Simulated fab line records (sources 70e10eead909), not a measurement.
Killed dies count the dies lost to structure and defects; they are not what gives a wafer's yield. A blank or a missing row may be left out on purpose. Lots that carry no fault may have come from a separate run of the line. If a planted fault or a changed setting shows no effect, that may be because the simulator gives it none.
fab line records || flow nandHarc
[record] {"lots": 15, "wafers": 45, "lastDay": 23}
route steps=1159 shown P_M0@265 P_M1@290
lots that met no fault: taken from a fault-free run of the same line
startH: the number of hours between the record's first day and the start of the first shown wafer of the lot || waitH: hours from the lot's prior step to this one || " repeats the value in the row above || L1.1+2: a single row standing in for several wafers || - either no value or no given start || * or withheld: withheld || < > ~ a bound
route shown NAME@n: NAME is a module with steps in the file, n the number in the route of the first one || usual: mean and standard deviation over wafers with no fault || same: alike in all rows || chamber/n: place in a boat || sites: the reading at each site || _std_site: their standard deviation || _edge_site: inner sites' mean taken away from outer sites' mean || radiusMm: for every site, how far away it sits from the centre of the wafer || mask NAME#n: copy n || behind: the last tool/chamber to shape the wafer || hold: reason for holding the lot/hours on hold/outcome of the hold || device: the transistor (n, p or np) that didn't switch || end of line: tests run on the same wafers once the route is complete || a step with no rows: only its recipe || killed: at the first sort, the dies lost to defects and structure; wafer yield is something else || map: a wafer's dies, marking killed ones x, the rest . and places with no die _
set.NAME: setting as actually run; set.NAME@STEP: the setting as run at that earlier step || model.NAME: the simulator's own value behind a step, which no gauge read
route steps across a sampled set of lots; one table per step, one row per wafer
services: the hour from which a tool's chamber was out of use, counted from the record's first day as startH (under 0 if before that day), plus the number of hours and why
[[steps]]
[step NHARC_P_M0_INSPECT_11]
[usual] {"rawDefectCount": "3.6/2.4"}
{"lot.wafer": "L627.4", "tool": "defectInspect-01", "chamber": "-", "startH": 116.29, "waitH": 0.0, "rawDefectCount": 8}
{"lot.wafer": "L627.5", "tool": "defectInspect-01", "chamber": "-", "startH": 116.29, "waitH": 0.0, "rawDefectCount": 3}
{"lot.wafer": "L627.6", "tool": "defectInspect-01", "chamber": "-", "startH": 116.29, "waitH": 0.0, "rawDefectCount": 6}
{"lot.wafer": "L629.1", "tool": "defectInspect-01", "chamber": "-", "startH": 134.24, "waitH": 0.0, "rawDefectCount": 6}
{"lot.wafer": "L629.3", "tool": "defectInspect-01", "chamber": "-", "startH": 134.24, "waitH": 0.0, "rawDefectCount": 4}
{"lot.wafer": "L629.4", "tool": "defectInspect-01", "chamber": "-", "startH": 134.24, "waitH": 0.0, "rawDefectCount": 8}
{"lot.wafer": "L633.3", "tool": "defectInspect-02", "chamber": "-", "startH": 153.92, "waitH": 0.0, "rawDefectCount": 2}
{"lot.wafer": "L633.5", "tool": "defectInspect-02", "chamber": "-", "startH": 153.92, "waitH": 0.0, "rawDefectCount": 2}
{"lot.wafer": "L633.6", "tool": "defectInspect-02", "chamber": "-", "startH": 153.92, "waitH": 0.0, "rawDefectCount": 0}
{"lot.wafer": "L636.1", "tool": "defectInspect-02", "chamber": "-", "startH": 170.08, "waitH": 0.0, "rawDefectCount": 3}
{"lot.wafer": "L636.2", "tool": "defectInspect-02", "chamber": "-", "startH": 170.08, "waitH": 0.0, "rawDefectCount": 1}
{"lot.wafer": "L636.5", "tool": "defectInspect-02", "chamber": "-", "startH": 170.08, "waitH": 0.0, "rawDefectCount": 2}
{"lot.wafer": "L634.2", "tool": "defectInspect-01", "chamber": "-", "startH": 171.06, "waitH": 0.0, "rawDefectCount": 2}
{"lot.wafer": "L634.4", "tool": "defectInspect-01", "chamber": "-", "startH": 171.06, "waitH": 0.0, "rawDefectCount": 3}
{"lot.wafer": "L634.6", "tool": "defectInspect-01", "chamber": "-", "startH": 171.06, "waitH": 0.0, "rawDefectCount": 8}
{"lot.wafer": "L635.1", "tool": "defectInspect-02", "chamber": "-", "startH": 176.25, "waitH": 0.0, "rawDefectCount": 7}
{"lot.wafer": "L635.4", "tool": "defectInspect-02", "chamber": "-", "startH": 176.25, "waitH": 0.0, "rawDefectCount": 7}
{"lot.wafer": "L635.5", "tool": "defectInspect-02", "chamber": "-", "startH": 176.25, "waitH": 0.0, "rawDefectCount": 6}
{"lot.wafer": "L638.1", "tool": "defectInspect-02", "chamber": "-", "startH": 181.22, "waitH": 0.0, "rawDefectCount": 1}
{"lot.wafer": "L638.3", "tool": "defectInspect-02", "chamber": "-", "startH": 181.22, "waitH": 0.0, "rawDefectCount": 0}
{"lot.wafer": "L638.6", "tool": "defectInspect-02", "chamber": "-", "startH": 181.22, "waitH": 0.0, "rawDefectCount": 6}
{"lot.wafer": "L637.1", "tool": "defectInspect-01", "chamber": "-", "startH": 181.57, "waitH": 0.0, "rawDefectCount": 6}
{"lot.wafer": "L637.2", "tool": "defectInspect-01", "chamber": "-", "startH": 181.57, "waitH": 0.0, "rawDefectCount": 10}
{"lot.wafer": "L637.3", "tool": "defectInspect-01", "chamber": "-", "startH": 181.57, "waitH": 0.0, "rawDefectCount": 10}
{"lot.wafer": "L639.1", "tool": "defectInspect-02", "chamber": "-", "startH": 199.54, "waitH": 0.0, "rawDefectCount": 6}
{"lot.wafer": "L639.2", "tool": "defectInspect-02", "chamber": "-", "startH": 199.54, "waitH": 0.0, "rawDefectCount": 2}
{"lot.wafer": "L639.6", "tool": "defectInspect-02", "chamber": "-", "startH": 199.54, "waitH": 0.0, "rawDefectCount": 2}
{"lot.wafer": "L642.1", "tool": "defectInspect-02", "chamber": "-", "startH": 213.48, "waitH": 0.0, "rawDefectCount": 1}
{"lot.wafer": "L642.2", "tool": "defectInspect-02", "chamber": "-", "startH": 213.48, "waitH": 0.0, "rawDefectCount": 1}
{"lot.wafer": "L642.4", "tool": "defectInspect-02", "chamber": "-", "startH": 213.48, "waitH": 0.0, "rawDefectCount": 6}
{"lot.wafer": "L643.1", "tool": "defectInspect-01", "chamber": "-", "startH": 214.57, "waitH": 0.0, "rawDefectCount": 0}
{"lot.wafer": "L643.3", "tool": "defectInspect-01", "chamber": "-", "startH": 214.57, "waitH": 0.0, "rawDefectCount": 2}
{"lot.wafer": "L643.6", "tool": "defectInspect-01", "chamber": "-", "startH": 214.57, "waitH": 0.0, "rawDefectCount": 2}
{"lot.wafer": "L645.2", "tool": "defectInspect-01", "chamber": "-", "startH": 220.06, "waitH": 0.0, "rawDefectCount": 7}
{"lot.wafer": "L645.3", "tool": "defectInspect-01", "chamber": "-", "startH": 220.06, "waitH": 0.0, "rawDefectCount": 6}
{"lot.wafer": "L645.4", "tool": "defectInspect-01", "chamber": "-", "startH": 220.06, "waitH": 0.0, "rawDefectCount": 2}
{"lot.wafer": "L644.3", "tool": "defectInspect-01", "chamber": "-", "startH": 222.40, "waitH": 0.0, "rawDefectCount": 5}
{"lot.wafer": "L644.4", "tool": "defectInspect-01", "chamber": "-", "startH": 222.40, "waitH": 0.0, "rawDefectCount": 4}
{"lot.wafer": "L644.6", "tool": "defectInspect-01", "chamber": "-", "startH": 222.40, "waitH": 0.0, "rawDefectCount": 2}
{"lot.wafer": "L646.1", "tool": "defectInspect-01", "chamber": "-", "startH": 227.71, "waitH": 0.0, "rawDefectCount": 3}
{"lot.wafer": "L646.3", "tool": "defectInspect-01", "chamber": "-", "startH": 227.71, "waitH": 0.0, "rawDefectCount": 6}
{"lot.wafer": "L646.6", "tool": "defectInspect-01", "chamber": "-", "startH": 227.71, "waitH": 0.0, "rawDefectCount": 0}
{"lot.wafer": "L647.1", "tool": "defectInspect-01", "chamber": "-", "startH": 239.93, "waitH": 0.0, "rawDefectCount": 1}
{"lot.wafer": "L647.3", "tool": "defectInspect-01", "chamber": "-", "startH": 239.93, "waitH": 0.0, "rawDefectCount": 1}
{"lot.wafer": "L647.4", "tool": "defectInspect-01", "chamber": "-", "startH": 239.93, "waitH": 0.0, "rawDefectCount": 4}
[step NHARC_P_M0_PVD_21]
[recipe] {"targetThkA": 300, "chamberPressurePa": 5, "powerW": 5000, "substrateTempC": 30, "timeS": 20.49, "material": "Cu"}
[usual] {"throttleValvePct": "30.2/1.2"}
{"lot.wafer": "L627.4", "tool": "pvdSputter-03", "chamber": "-", "startH": "-", "waitH": "-", "throttleValvePct": 31.4}
{"lot.wafer": "L627.6", "tool": "pvdSputter-03", "chamber": "-", "startH": "-", "waitH": "-", "throttleValvePct": 31.1}
{"lot.wafer": "L627.5", "tool": "pvdSputter-03", "chamber": "-", "startH": "-", "waitH": "-", "throttleValvePct": 30.5}
{"lot.wafer": "L629.1", "tool": "pvdSputter-02", "chamber": "-", "startH": "-", "waitH": "-", "throttleValvePct": 30.4}
{"lot.wafer": "L629.4", "tool": "pvdSputter-02", "chamber": "-", "startH": "-", "waitH": "-", "throttleValvePct": 28.5}
{"lot.wafer": "L629.3", "tool": "pvdSputter-02", "chamber": "-", "startH": "-", "waitH": "-", "throttleValvePct": 30.7}
{"lot.wafer": "L633.3", "tool": "pvdSputter-01", "chamber": "-", "startH": "-", "waitH": "-", "throttleValvePct": 30.2}
{"lot.wafer": "L633.5", "tool": "pvdSputter-01", "chamber": "-", "startH": "-", "waitH": "-", "throttleValvePct": 30.2}
{"lot.wafer": "L633.6", "tool": "pvdSputter-01", "chamber": "-", "startH": "-", "waitH": "-", "throttleValvePct": 30.2}
{"lot.wafer": "L636.1", "tool": "pvdSputter-03", "chamber": "-", "startH": "-", "waitH": "-", "throttleValvePct": 31.7}
{"lot.wafer": "L636.2", "tool": "pvdSputter-03", "chamber": "-", "startH": "-", "waitH": "-", "throttleValvePct": 30.3}
{"lot.wafer": "L636.5", "tool": "pvdSputter-03", "chamber": "-", "startH": "-", "waitH": "-", "throttleValvePct": 29.4}
{"lot.wafer": "L634.4", "tool": "pvdSputter-01", "chamber": "-", "startH": "-", "waitH": "-", "throttleValvePct": 28.4}
{"lot.wafer": "L634.2", "tool": "pvdSputter-01", "chamber": "-", "startH": "-", "waitH": "-", "throttleValvePct": 31.6}
{"lot.wafer": "L634.6", "tool": "pvdSputter-01", "chamber": "-", "startH": "-", "waitH": "-", "throttleValvePct": 28.0}
{"lot.wafer": "L635.4", "tool": "pvdSputter-03", "chamber": "-", "startH": "-", "waitH": "-", "throttleValvePct": 30.2}
{"lot.wafer": "L635.1", "tool": "pvdSputter-03", "chamber": "-", "startH": "-", "waitH": "-", "throttleValvePct": 31.2}
{"lot.wafer": "L635.5", "tool": "pvdSputter-03", "chamber": "-", "startH": "-", "waitH": "-", "throttleValvePct": 30.3}
{"lot.wafer": "L638.1", "tool": "pvdSputter-01", "chamber": "-", "startH": "-", "waitH": "-", "throttleValvePct": 31.7}
{"lot.wafer": "L638.3", "tool": "pvdSputter-01", "chamber": "-", "startH": "-", "waitH": "-", "throttleValvePct": 30.4}
{"lot.wafer": "L638.6", "tool": "pvdSputter-01", "chamber": "-", "startH": "-", "waitH": "-", "throttleValvePct": 30.2}
{"lot.wafer": "L637.3", "tool": "pvdSputter-03", "chamber": "-", "startH": "-", "waitH": "-", "throttleValvePct": 31.5}
{"lot.wafer": "L637.2", "tool": "pvdSputter-03", "chamber": "-", "startH": "-", "waitH": "-", "throttleValvePct": 30.5}
{"lot.wafer": "L637.1", "tool": "pvdSputter-03", "chamber": "-", "startH": "-", "waitH": "-", "throttleValvePct": 29.4}
{"lot.wafer": "L639.2", "tool": "pvdSputter-02", "chamber": "-", "startH": "-", "waitH": "-", "throttleValvePct": 30.6}
{"lot.wafer": "L639.1", "tool": "pvdSputter-02", "chamber": "-", "startH": "-", "waitH": "-", "throttleValvePct": 30.7}
{"lot.wafer": "L639.6", "tool": "pvdSputter-02", "chamber": "-", "startH": "-", "waitH": "-", "throttleValvePct": 31.4}
{"lot.wafer": "L642.2", "tool": "pvdSputter-03", "chamber": "-", "startH": "-", "waitH": "-", "throttleValvePct": 31.4}
{"lot.wafer": "L642.4", "tool": "pvdSputter-03", "chamber": "-", "startH": "-", "waitH": "-", "throttleValvePct": 30.2}
{"lot.wafer": "L642.1", "tool": "pvdSputter-03", "chamber": "-", "startH": "-", "waitH": "-", "throttleValvePct": 29.3}
{"lot.wafer": "L643.1", "tool": "pvdSputter-01", "chamber": "-", "startH": "-", "waitH": "-", "throttleValvePct": 30.1}
{"lot.wafer": "L643.3", "tool": "pvdSputter-01", "chamber": "-", "startH": "-", "waitH": "-", "throttleValvePct": 31.8}
{"lot.wafer": "L643.6", "tool": "pvdSputter-01", "chamber": "-", "startH": "-", "waitH": "-", "throttleValvePct": 30.0}
{"lot.wafer": "L645.4", "tool": "pvdSputter-03", "chamber": "-", "startH": "-", "waitH": "-", "throttleValvePct": 31.9}
{"lot.wafer": "L645.3", "tool": "pvdSputter-03", "chamber": "-", "startH": "-", "waitH": "-", "throttleValvePct": 31.4}
{"lot.wafer": "L645.2", "tool": "pvdSputter-03", "chamber": "-", "startH": "-", "waitH": "-", "throttleValvePct": 30.5}
{"lot.wafer": "L644.4", "tool": "pvdSputter-01", "chamber": "-", "startH": "-", "waitH": "-", "throttleValvePct": 29.8}
{"lot.wafer": "L644.3", "tool": "pvdSputter-01", "chamber": "-", "startH": "-", "waitH": "-", "throttleValvePct": 28.0}
{"lot.wafer": "L644.6", "tool": "pvdSputter-01", "chamber": "-", "startH": "-", "waitH": "-", "throttleValvePct": 32.0}
{"lot.wafer": "L646.1", "tool": "pvdSputter-02", "chamber": "-", "startH": "-", "waitH": "-", "throttleValvePct": 30.3}
{"lot.wafer": "L646.3", "tool": "pvdSputter-02", "chamber": "-", "startH": "-", "waitH": "-", "throttleValvePct": 31.0}
{"lot.wafer": "L646.6", "tool": "pvdSputter-02", "chamber": "-", "startH": "-", "waitH": "-", "throttleValvePct": 29.0}
{"lot.wafer": "L647.4", "tool": "pvdSputter-02", "chamber": "-", "startH": "-", "waitH": "-", "throttleValvePct": 31.0}
{"lot.wafer": "L647.1", "tool": "pvdSputter-02", "chamber": "-", "startH": "-", "waitH": "-", "throttleValvePct": 30.2}
{"lot.wafer": "L647.3", "tool": "pvdSputter-02", "chamber": "-", "startH": "-", "waitH": "-", "throttleValvePct": 30.9}
[step NHARC_P_M1_SOFTBAKE_04]
[recipe] {"tempC": 105, "timeS": 55}
[usual] {"heaterPowerTotalW": "188.47/0.15", "resistLineTempC": "23.01/0.12"}
{"lot.wafer": "L627.4", "tool": "lithoTrack-04", "chamber": 0, "startH": 119, "waitH": "-", "heaterPowerTotalW": 188.39, "resistLineTempC": 23.17}
{"lot.wafer": "L627.5", "tool": "lithoTrack-04", "chamber": 0, "startH": 119, "waitH": "-", "heaterPowerTotalW": 188.49, "resistLineTempC": 23.17}
{"lot.wafer": "L627.6", "tool": "lithoTrack-04", "chamber": 0, "startH": 119, "waitH": "-", "heaterPowerTotalW": 188.47, "resistLineTempC": 23.20}
{"lot.wafer": "L629.1", "tool": "lithoTrack-01", "chamber": 0, "startH": 137, "waitH": "-", "heaterPowerTotalW": 188.58, "resistLineTempC": 22.91}
{"lot.wafer": "L629.3", "tool": "lithoTrack-01", "chamber": 0, "startH": 137, "waitH": "-", "heaterPowerTotalW": 188.38, "resistLineTempC": 22.82}
{"lot.wafer": "L629.4", "tool": "lithoTrack-01", "chamber": 0, "startH": 137, "waitH": "-", "heaterPowerTotalW": 188.33, "resistLineTempC": 22.92}
{"lot.wafer": "L633.3", "tool": "lithoTrack-01", "chamber": 0, "startH": 157, "waitH": "-", "heaterPowerTotalW": 188.35, "resistLineTempC": 23.11}
{"lot.wafer": "L633.5", "tool": "lithoTrack-01", "chamber": 0, "startH": 157, "waitH": "-", "heaterPowerTotalW": 188.31, "resistLineTempC": 23.10}
{"lot.wafer": "L633.6", "tool": "lithoTrack-01", "chamber": 0, "startH": 157, "waitH": "-", "heaterPowerTotalW": 188.39, "resistLineTempC": 22.97}
{"lot.wafer": "L636.1", "tool": "lithoTrack-01", "chamber": 0, "startH": 173, "waitH": "-", "heaterPowerTotalW": 188.33, "resistLineTempC": 23.15}
{"lot.wafer": "L636.2", "tool": "lithoTrack-01", "chamber": 0, "startH": 173, "waitH": "-", "heaterPowerTotalW": 188.31, "resistLineTempC": 22.97}
{"lot.wafer": "L636.5", "tool": "lithoTrack-01", "chamber": 0, "startH": 173, "waitH": "-", "heaterPowerTotalW": 188.65, "resistLineTempC": 22.92}
{"lot.wafer": "L634.2", "tool": "lithoTrack-01", "chamber": 0, "startH": 174, "waitH": "-", "heaterPowerTotalW": 188.73, "resistLineTempC": 23.16}
{"lot.wafer": "L634.4", "tool": "lithoTrack-01", "chamber": 0, "startH": 174, "waitH": "-", "heaterPowerTotalW": 188.72, "resistLineTempC": 22.98}
{"lot.wafer": "L634.6", "tool": "lithoTrack-01", "chamber": 0, "startH": 174, "waitH": "-", "heaterPowerTotalW": 188.35, "resistLineTempC": 23.00}
{"lot.wafer": "L635.1", "tool": "lithoTrack-01", "chamber": 0, "startH": 179, "waitH": "-", "heaterPowerTotalW": 179.89, "resistLineTempC": 23.15}
{"lot.wafer": "L635.4", "tool": "lithoTrack-01", "chamber": 0, "startH": 179, "waitH": "-", "heaterPowerTotalW": 179.79, "resistLineTempC": 23.15}
{"lot.wafer": "L635.5", "tool": "lithoTrack-01", "chamber": 0, "startH": 179, "waitH": "-", "heaterPowerTotalW": 179.86, "resistLineTempC": 23.11}
{"lot.wafer": "L638.1", "tool": "lithoTrack-01", "chamber": 0, "startH": 184, "waitH": "-", "heaterPowerTotalW": 180.14, "resistLineTempC": 23.04}
{"lot.wafer": "L638.3", "tool": "lithoTrack-01", "chamber": 0, "startH": 184, "waitH": "-", "heaterPowerTotalW": 179.90, "resistLineTempC": 22.94}
{"lot.wafer": "L638.6", "tool": "lithoTrack-01", "chamber": 0, "startH": 184, "waitH": "-", "heaterPowerTotalW": 179.98, "resistLineTempC": 23.15}
{"lot.wafer": "L637.1", "tool": "lithoTrack-01", "chamber": 0, "startH": 185, "waitH": "-", "heaterPowerTotalW": 180.14, "resistLineTempC": 23.10}
{"lot.wafer": "L637.2", "tool": "lithoTrack-01", "chamber": 0, "startH": 185, "waitH": "-", "heaterPowerTotalW": 179.78, "resistLineTempC": 23.02}
{"lot.wafer": "L637.3", "tool": "lithoTrack-01", "chamber": 0, "startH": 185, "waitH": "-", "heaterPowerTotalW": 179.80, "resistLineTempC": 22.96}
{"lot.wafer": "L639.1", "tool": "lithoTrack-04", "chamber": 0, "startH": 203, "waitH": "-", "heaterPowerTotalW": 188.46, "resistLineTempC": 22.70}
{"lot.wafer": "L639.2", "tool": "lithoTrack-04", "chamber": 0, "startH": 203, "waitH": "-", "heaterPowerTotalW": 188.46, "resistLineTempC": 22.80}
{"lot.wafer": "L639.6", "tool": "lithoTrack-04", "chamber": 0, "startH": 203, "waitH": "-", "heaterPowerTotalW": 188.69, "resistLineTempC": 22.78}
{"lot.wafer": "L642.1", "tool": "lithoTrack-06", "chamber": 0, "startH": 217, "waitH": "-", "heaterPowerTotalW": 188.68, "resistLineTempC": 22.84}
{"lot.wafer": "L642.2", "tool": "lithoTrack-06", "chamber": 0, "startH": 217, "waitH": "-", "heaterPowerTotalW": 188.48, "resistLineTempC": 23.02}
{"lot.wafer": "L642.4", "tool": "lithoTrack-06", "chamber": 0, "startH": 217, "waitH": "-", "heaterPowerTotalW": 188.67, "resistLineTempC": 22.89}
{"lot.wafer": "L643.1", "tool": "lithoTrack-04", "chamber": 0, "startH": 218, "waitH": "-", "heaterPowerTotalW": 188.32, "resistLineTempC": 23.05}
{"lot.wafer": "L643.3", "tool": "lithoTrack-04", "chamber": 0, "startH": 218, "waitH": "-", "heaterPowerTotalW": 188.40, "resistLineTempC": 22.90}
{"lot.wafer": "L643.6", "tool": "lithoTrack-04", "chamber": 0, "startH": 218, "waitH": "-", "heaterPowerTotalW": 188.70, "resistLineTempC": 22.83}
{"lot.wafer": "L645.2", "tool": "lithoTrack-04", "chamber": 0, "startH": 224, "waitH": "-", "heaterPowerTotalW": 188.79, "resistLineTempC": 23.08}
{"lot.wafer": "L645.3", "tool": "lithoTrack-04", "chamber": 0, "startH": 224, "waitH": "-", "heaterPowerTotalW": 188.47, "resistLineTempC": 23.01}
{"lot.wafer": "L645.4", "tool": "lithoTrack-04", "chamber": 0, "startH": 224, "waitH": "-", "heaterPowerTotalW": 188.78, "resistLineTempC": 23.02}
{"lot.wafer": "L644.3", "tool": "lithoTrack-04", "chamber": 0, "startH": 226, "waitH": "-", "heaterPowerTotalW": 188.50, "resistLineTempC": 22.84}
{"lot.wafer": "L644.4", "tool": "lithoTrack-04", "chamber": 0, "startH": 226, "waitH": "-", "heaterPowerTotalW": 188.38, "resistLineTempC": 22.99}
{"lot.wafer": "L644.6", "tool": "lithoTrack-04", "chamber": 0, "startH": 226, "waitH": "-", "heaterPowerTotalW": 188.34, "resistLineTempC": 22.94}
{"lot.wafer": "L646.1", "tool": "lithoTrack-04", "chamber": 0, "startH": 231, "waitH": "-", "heaterPowerTotalW": 188.36, "resistLineTempC": 22.87}
{"lot.wafer": "L646.3", "tool": "lithoTrack-04", "chamber": 0, "startH": 231, "waitH": "-", "heaterPowerTotalW": 188.35, "resistLineTempC": 22.89}
{"lot.wafer": "L646.6", "tool": "lithoTrack-04", "chamber": 0, "startH": 231, "waitH": "-", "heaterPowerTotalW": 188.67, "resistLineTempC": 23.10}
{"lot.wafer": "L647.1", "tool": "lithoTrack-04", "chamber": 0, "startH": 243, "waitH": "-", "heaterPowerTotalW": 188.44, "resistLineTempC": 22.98}
{"lot.wafer": "L647.3", "tool": "lithoTrack-04", "chamber": 0, "startH": 243, "waitH": "-", "heaterPowerTotalW": 188.47, "resistLineTempC": 22.92}
{"lot.wafer": "L647.4", "tool": "lithoTrack-04", "chamber": 0, "startH": 243, "waitH": "-", "heaterPowerTotalW": 188.53, "resistLineTempC": 23.08}
[step NHARC_P_M1_OVL_MEAS_10]
[recipe] {"pitchNm": 260}
[usual] {"overlayXNm": "0.0/0.79", "overlayYNm": "-0.1/0.75"}
{"lot.wafer": "L627.4", "tool": "overlay-01", "chamber": "-", "startH": 120.38, "waitH": "-", "overlayXNm": 0.5, "overlayYNm": -1.9}
{"lot.wafer": "L627.5", "tool": "overlay-01", "chamber": "-", "startH": 120.38, "waitH": "-", "overlayXNm": 0.4, "overlayYNm": -1.0}
{"lot.wafer": "L627.6", "tool": "overlay-01", "chamber": "-", "startH": 120.38, "waitH": "-", "overlayXNm": 0.9, "overlayYNm": -1.8}
{"lot.wafer": "L629.1", "tool": "overlay-01", "chamber": "-", "startH": 138.30, "waitH": "-", "overlayXNm": 0.2, "overlayYNm": 0.7}
{"lot.wafer": "L629.3", "tool": "overlay-01", "chamber": "-", "startH": 138.30, "waitH": "-", "overlayXNm": 0.5, "overlayYNm": 0.4}
{"lot.wafer": "L629.4", "tool": "overlay-01", "chamber": "-", "startH": 138.30, "waitH": "-", "overlayXNm": 0.0, "overlayYNm": 0.6}
{"lot.wafer": "L633.3", "tool": "overlay-02", "chamber": "-", "startH": 157.95, "waitH": "-", "overlayXNm": -1.0, "overlayYNm": -0.1}
{"lot.wafer": "L633.5", "tool": "overlay-02", "chamber": "-", "startH": 157.95, "waitH": "-", "overlayXNm": -0.7, "overlayYNm": -0.4}
{"lot.wafer": "L633.6", "tool": "overlay-02", "chamber": "-", "startH": 157.95, "waitH": "-", "overlayXNm": -0.7, "overlayYNm": -0.7}
{"lot.wafer": "L636.1", "tool": "overlay-02", "chamber": "-", "startH": 174.14, "waitH": "-", "overlayXNm": -0.4, "overlayYNm": 0.2}
{"lot.wafer": "L636.2", "tool": "overlay-02", "chamber": "-", "startH": 174.14, "waitH": "-", "overlayXNm": -0.2, "overlayYNm": 0.0}
{"lot.wafer": "L636.5", "tool": "overlay-02", "chamber": "-", "startH": 174.14, "waitH": "-", "overlayXNm": -0.3, "overlayYNm": 0.1}
{"lot.wafer": "L634.2", "tool": "overlay-01", "chamber": "-", "startH": 175.12, "waitH": "-", "overlayXNm": 0.2, "overlayYNm": -0.3}
{"lot.wafer": "L634.4", "tool": "overlay-01", "chamber": "-", "startH": 175.12, "waitH": "-", "overlayXNm": 0.3, "overlayYNm": -0.3}
{"lot.wafer": "L634.6", "tool": "overlay-01", "chamber": "-", "startH": 175.12, "waitH": "-", "overlayXNm": 0.4, "overlayYNm": -0.2}
{"lot.wafer": "L635.1", "tool": "overlay-02", "chamber": "-", "startH": 180.32, "waitH": "-", "overlayXNm": -0.5, "overlayYNm": 0.0}
{"lot.wafer": "L635.4", "tool": "overlay-02", "chamber": "-", "startH": 180.32, "waitH": "-", "overlayXNm": -0.6, "overlayYNm": 0.3}
{"lot.wafer": "L635.5", "tool": "overlay-02", "chamber": "-", "startH": 180.32, "waitH": "-", "overlayXNm": -1.1, "overlayYNm": -0.4}
{"lot.wafer": "L638.1", "tool": "overlay-02", "chamber": "-", "startH": 185.46, "waitH": "-", "overlayXNm": -0.1, "overlayYNm": -0.8}
{"lot.wafer": "L638.3", "tool": "overlay-02", "chamber": "-", "startH": 185.46, "waitH": "-", "overlayXNm": -0.3, "overlayYNm": -0.4}
{"lot.wafer": "L638.6", "tool": "overlay-02", "chamber": "-", "startH": 185.46, "waitH": "-", "overlayXNm": -0.4, "overlayYNm": -1.1}
{"lot.wafer": "L637.1", "tool": "overlay-01", "chamber": "-", "startH": 185.81, "waitH": "-", "overlayXNm": 0.5, "overlayYNm": 0.1}
{"lot.wafer": "L637.2", "tool": "overlay-01", "chamber": "-", "startH": 185.81, "waitH": "-", "overlayXNm": 0.3, "overlayYNm": 1.1}
{"lot.wafer": "L637.3", "tool": "overlay-01", "chamber": "-", "startH": 185.81, "waitH": "-", "overlayXNm": 0.4, "overlayYNm": 0.5}
{"lot.wafer": "L639.1", "tool": "overlay-02", "chamber": "-", "startH": 204.25, "waitH": "-", "overlayXNm": 0.3, "overlayYNm": -0.1}
{"lot.wafer": "L639.2", "tool": "overlay-02", "chamber": "-", "startH": 204.25, "waitH": "-", "overlayXNm": 0.1, "overlayYNm": -0.3}
{"lot.wafer": "L639.6", "tool": "overlay-02", "chamber": "-", "startH": 204.25, "waitH": "-", "overlayXNm": 0.2, "overlayYNm": 0.0}
{"lot.wafer": "L642.1", "tool": "overlay-01", "chamber": "-", "startH": 217.66, "waitH": "-", "overlayXNm": -0.2, "overlayYNm": 0.2}
{"lot.wafer": "L642.2", "tool": "overlay-01", "chamber": "-", "startH": 217.66, "waitH": "-", "overlayXNm": 0.1, "overlayYNm": 0.4}
{"lot.wafer": "L642.4", "tool": "overlay-01", "chamber": "-", "startH": 217.66, "waitH": "-", "overlayXNm": -0.3, "overlayYNm": 0.4}
{"lot.wafer": "L643.1", "tool": "overlay-02", "chamber": "-", "startH": 218.89, "waitH": "-", "overlayXNm": 1.5, "overlayYNm": -0.8}
{"lot.wafer": "L643.3", "tool": "overlay-02", "chamber": "-", "startH": 218.89, "waitH": "-", "overlayXNm": 1.2, "overlayYNm": -0.8}
{"lot.wafer": "L643.6", "tool": "overlay-02", "chamber": "-", "startH": 218.89, "waitH": "-", "overlayXNm": 1.5, "overlayYNm": -0.8}
{"lot.wafer": "L645.2", "tool": "overlay-02", "chamber": "-", "startH": 224.65, "waitH": "-", "overlayXNm": -0.3, "overlayYNm": -0.9}
{"lot.wafer": "L645.3", "tool": "overlay-02", "chamber": "-", "startH": 224.65, "waitH": "-", "overlayXNm": -0.7, "overlayYNm": -0.5}
{"lot.wafer": "L645.4", "tool": "overlay-02", "chamber": "-", "startH": 224.65, "waitH": "-", "overlayXNm": -0.4, "overlayYNm": -0.9}
{"lot.wafer": "L644.3", "tool": "overlay-01", "chamber": "-", "startH": 226.81, "waitH": "-", "overlayXNm": -0.2, "overlayYNm": 0.2}
{"lot.wafer": "L644.4", "tool": "overlay-01", "chamber": "-", "startH": 226.81, "waitH": "-", "overlayXNm": -0.2, "overlayYNm": 0.0}
{"lot.wafer": "L644.6", "tool": "overlay-01", "chamber": "-", "startH": 226.81, "waitH": "-", "overlayXNm": -0.8, "overlayYNm": 0.4}
{"lot.wafer": "L646.1", "tool": "overlay-02", "chamber": "-", "startH": 231.90, "waitH": "-", "overlayXNm": 0.9, "overlayYNm": -1.0}
{"lot.wafer": "L646.3", "tool": "overlay-02", "chamber": "-", "startH": 231.90, "waitH": "-", "overlayXNm": 0.7, "overlayYNm": -0.7}
{"lot.wafer": "L646.6", "tool": "overlay-02", "chamber": "-", "startH": 231.90, "waitH": "-", "overlayXNm": 0.6, "overlayYNm": -0.8}
{"lot.wafer": "L647.1", "tool": "overlay-01", "chamber": "-", "startH": 244.14, "waitH": "-", "overlayXNm": 1.6, "overlayYNm": -1.0}
{"lot.wafer": "L647.3", "tool": "overlay-01", "chamber": "-", "startH": 244.14, "waitH": "-", "overlayXNm": 1.0, "overlayYNm": -0.8}
{"lot.wafer": "L647.4", "tool": "overlay-01", "chamber": "-", "startH": 244.14, "waitH": "-", "overlayXNm": 0.6, "overlayYNm": -0.9}
[[services]]
{"tool": "pvdSputter-03", "chamber": "-", "startH": 102.00, "hours": 10.0, "kind": "pm"}
{"tool": "lithoTrack-06", "chamber": "-", "startH": 117.00, "hours": 7.0, "kind": "pm"}
{"tool": "lithoTrack-04", "chamber": "-", "startH": 141.00, "hours": 7.0, "kind": "pm"}
{"tool": "pvdSputter-01", "chamber": "-", "startH": 158.00, "hours": 10.0, "kind": "pm"}
{"tool": "pvdSputter-02", "chamber": "-", "startH": 214.00, "hours": 10.0, "kind": "pm"}
{"tool": "pvdSputter-03", "chamber": "-", "startH": 221.53, "hours": 4.7, "kind": "repair"}
{"tool": "pvdSputter-03", "chamber": "-", "startH": 237.53, "hours": 4.9, "kind": "repair"}
[[key]]
[firstSign] {"step": "NHARC_P_M1_SOFTBAKE_04", "reading": "heaterPowerTotalW", "direction": "down", "sigmas": 58, "usual": "*", "struck": "*"}
effect none on later readings
metAt NHARC_P_M1_SOFTBAKE_04
struckLots L635,L637,L638
rowsEnd L635.1,L635.4,L635.5,L637.1,L637.2,L637.3,L638.1,L638.3,L638.6
notActingAt NHARC_P_M0_INSPECT_11,NHARC_P_M0_PVD_21,NHARC_P_M1_OVL_MEAS_10
onsetBetween 174 179
[fault] {"kind": "processParameterDrift", "tool": "lithoTrack-01", "chamber": "-", "onsetH": 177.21, "steps": "NHARC_P_M1_SOFTBAKE_04", "channel": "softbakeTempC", "offset": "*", "shape": "step", "actsIn": "*", "stated": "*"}
// rowsEnd: these wafers met a further fault down the route, and their rows from its step on are left out
